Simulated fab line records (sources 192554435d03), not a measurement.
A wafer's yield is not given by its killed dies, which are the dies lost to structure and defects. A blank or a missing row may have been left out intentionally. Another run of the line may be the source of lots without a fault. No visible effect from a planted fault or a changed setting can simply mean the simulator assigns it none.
Chamber matching ; flow n5 finfet ; N5_MOL_CONTACT_COAG_ETCH_48 on rie diel-06: 4 sister chambers
The step etches SiOC in C4F6/O2, target depth 15 nm, overetch 4.5 nm, time 17 s. 14 wafers are shown with their chamber, then 7 later ones without.

== EACH WAFER AND ITS CHAMBER ==
wafer;chamber;drypump motor current A (A);showerhead plenum p Torr (Torr);rf vpp V (V)
L793.2;2;5.7;2.79;1572
L793.3;3;6.2;2.70;1570
L793.5;1;5.6;2.83;1589
L795.2;3;6.2;2.70;1570
L795.4;1;5.6;2.83;1588
L795.5;3;6.1;2.70;1569
L802.1;1;5.6;2.82;1588
L802.3;0;5.3;3.02;1589
L802.6;0;5.3;3.02;1590
L805.1;2;5.7;2.78;1571
L805.2;0;5.3;3.01;1589
L805.6;2;5.7;2.78;1570
L808.3;0;5.3;3.01;1589
L808.5;3;6.2;2.69;1568

SIGNATURES (averages over the wafers above)
reading;chamber 0;chamber 1;chamber 2;chamber 3;scatter within a chamber
drypump motor current A;5.300;5.600;5.700;6.175;0.0274
showerhead plenum p Torr;3.0150;2.8267;2.7833;2.6975;0.00555
rf vpp V;1589.25;1588.33;1571.00;1569.25;0.785
Rule: distance of a wafer from a chamber = root of the sum over the readings of ((wafer's reading minus chamber's mean) / reading's scatter) squared. If the next closest chamber is less than 2 further off than the closest, the wafer can't be placed; otherwise it belongs to the closest. The scatter: take each reading less its chamber's mean, square it, sum over the shown wafers, divide by the number of wafers less the number of chambers, and take the root.

== WAFERS WITHOUT THEIR CHAMBER ==
wafer;drypump motor current A (A);showerhead plenum p Torr (Torr);rf vpp V (V)
L808.6;5.3;3.01;1589
L809.1;5.6;2.82;1585
L809.2;5.7;2.78;1570
L809.4;6.1;2.69;1570
L814.1;6.2;2.69;1571
L814.2;5.3;3.00;1588
L814.5;5.6;2.82;1587

== THE CHAMBER EACH PASSED THROUGH ==
wafer;from the rows above;in truth
L808.6;0;0
L809.1;1;1
L809.2;2;2
L809.4;3;3
L814.1;3;3
L814.2;0;0
L814.5;1;1
7 of 7 placed correctly. From these rows, 0 cannot be placed. Placed wrongly: 0.
